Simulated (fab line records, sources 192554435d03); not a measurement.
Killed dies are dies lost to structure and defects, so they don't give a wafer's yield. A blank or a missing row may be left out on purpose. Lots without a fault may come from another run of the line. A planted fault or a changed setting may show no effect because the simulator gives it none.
Split-lot experiment | flow n5_finfet | 7 lots, 21 wafers read, on a route of 1938 steps

THE SPLIT
At N5_BEOL_M4_COAT_67 (time 60 s, resist thk 60 nm), the setting spin_rpm was moved away from the recipe's 1500 rpm on 5 of the 21 wafers read, by -5.1% to +7.5%. The other wafers ran this setting at the recipe's value.

FROM THE SPLIT TO THE READING: what the file shows between them, 11 steps
- N5_BEOL_M4_COAT_22: resist thk 30 nm (also split here: spin_rpm)
- N5_BEOL_M4_EBR_24
- N5_BEOL_M4_SOFTBAKE_23: time 60 s
- N5_BEOL_M4_EXPOSE_25: exposes mask V3, defocus 5 nm
- N5_BEOL_M4_PEB_26: peb time 60 s
- N5_BEOL_M4_DEVELOP_27: develop time 30 s
- N5_BEOL_M4_ALD_98: deposits SiO2, target thk 2.5 nm, pulse time 1 s, co reactant pulse time 1 s
- N5_BEOL_M4_ETCHBACK_99: etches SiO2 in CHF3, target depth 5 nm, time 10.4 s
- N5_BEOL_M4_ETCH_70: etches SOC in N2/H2, target depth 80 nm, overetch 24 nm, time 130 s
- N5_BEOL_M4_STRIP_71: strips in N2/H2
- N5_BEOL_M4_STRIP_78: strips in N2/H2

THE READING
SOC_of_BEOL_M4_COAT_67.thk_nm (the simulator's own value, which no gauge read), in nm, at N5_BEOL_M4_VIA_ETCH_34 (etches the open film in C4F6/O2, target depth 69.4 nm, time 65.9 s). The file gives no usual value for it. The 16 wafers here that ran the recipe average 51.9 nm, standard deviation 0.2 nm.

wafer  | tool, chamber at the split | spin_rpm as run, rpm | against the recipe | SOC_of_BEOL_M4_COAT_67.thk_nm, nm | against lot-mates on the recipe
L078.1 | litho_track-05, 0          | 1500                 | recipe             | 51.8                              | -
L078.2 | litho_track-05, 0          | 1500                 | recipe             | 52                                | -
L078.3 | litho_track-05, 0          | 1500                 | recipe             | 52.2                              | -
L081.1 | litho_track-05, 0          | 1500                 | recipe             | 52                                | -
L081.4 | litho_track-05, 0          | 1453                 | -3.1%              | 53.2                              | +1.1
L081.5 | litho_track-05, 0          | 1500                 | recipe             | 52.2                              | -
L082.1 | litho_track-01, 0          | 1500                 | recipe             | 52                                | -
L082.2 | litho_track-01, 0          | 1500                 | recipe             | 51.8                              | -
L082.3 | litho_track-01, 0          | 1500                 | recipe             | 52.2                              | -
L083.3 | litho_track-03, 0          | 1500                 | recipe             | 51.8                              | -
L083.4 | litho_track-03, 0          | 1500                 | recipe             | 51.6                              | -
L083.6 | litho_track-03, 0          | 1437                 | -4.2%              | 53                                | +1.3
L090.1 | litho_track-01, 0          | 1423                 | -5.1%              | 53                                | +1.4
L090.3 | litho_track-01, 0          | 1423                 | -5.1%              | 53.4                              | +1.8
L090.6 | litho_track-01, 0          | 1500                 | recipe             | 51.6                              | -
L093.1 | litho_track-03, 0          | 1500                 | recipe             | 51.8                              | -
L093.4 | litho_track-03, 0          | 1500                 | recipe             | 52                                | -
L093.6 | litho_track-03, 0          | 1612                 | +7.5%              | 49.8                              | -2.1
L095.2 | litho_track-01, 0          | 1500                 | recipe             | 51.6                              | -
L095.3 | litho_track-01, 0          | 1500                 | recipe             | 51.8                              | -
L095.5 | litho_track-01, 0          | 1500                 | recipe             | 52                                | -

THE FIT
A straight line over all 21 wafers: SOC_of_BEOL_M4_COAT_67.thk_nm changes by -0.277 nm for each +1% of spin_rpm; r = -0.96; the points scatter about the line by 0.22 nm.
The same after taking each lot's own level away (the mean of its wafers on the recipe; 21 wafers): -0.3 nm for each +1%; r = -0.98; scatter 0.15 nm.
On that fit, the largest move of spin_rpm shifts the reading by 2.2 nm.
The lots' own levels span 51.60 to 52.10 nm, that is 2.5 times the standard deviation above.
So the lot-to-lot level changes the slope little: the two slopes agree.
Check: with one of the wafers moved furthest among these (+7.5%) left out of the fit, the line predicts -2.35 nm for it against its lot-mates. It came out at -2.1 nm against them.

OTHER SPLITS ON THESE WAFERS
These wafers also went through other splits before the reading. Each is held against what the fit with the lots' levels taken away leaves over:
other split on the same wafers | wafers away from the commonest value | r with SOC_of_BEOL_M4_COAT_67.thk_nm (lot level and that fit taken away)
N5_BEOL_M4_EXPOSE_08 dose_mj   | 11                                   | -0.09
N5_BEOL_M4_COAT_22 spin_rpm    | 8                                    | +0.00

THE WHOLE CHAIN: every reading that the file lists as answering this split, in the file's order
step                   | what it does                                                        | reading                                                                        | change (the file's fit)               | r (the file's)
N5_BEOL_M4_COAT_67     | time 60 s, resist thk 60 nm                                         | SOC_of_BEOL_M4_COAT_67.thk_nm (the simulator's own value, which no gauge read) | -0.275 nm for each +1% of the setting | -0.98
N5_BEOL_M4_ETCH_70     | etches SOC in N2/H2, target depth 80 nm, overetch 24 nm, time 130 s | etch.depth_nm (the simulator's own value, which no gauge read)                 | -0.287 nm for each +1% of the setting | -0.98
N5_BEOL_M4_VIA_ETCH_34 | etches the open film in C4F6/O2, target depth 69.4 nm, time 65.9 s  | SOC_of_BEOL_M4_COAT_67.thk_nm (the simulator's own value, which no gauge read) | -0.299 nm for each +1% of the setting | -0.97

THE FILE'S OWN FIT
SOC_of_BEOL_M4_COAT_67.thk_nm changes by -0.299 nm for each +1% of spin_rpm, r = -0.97.
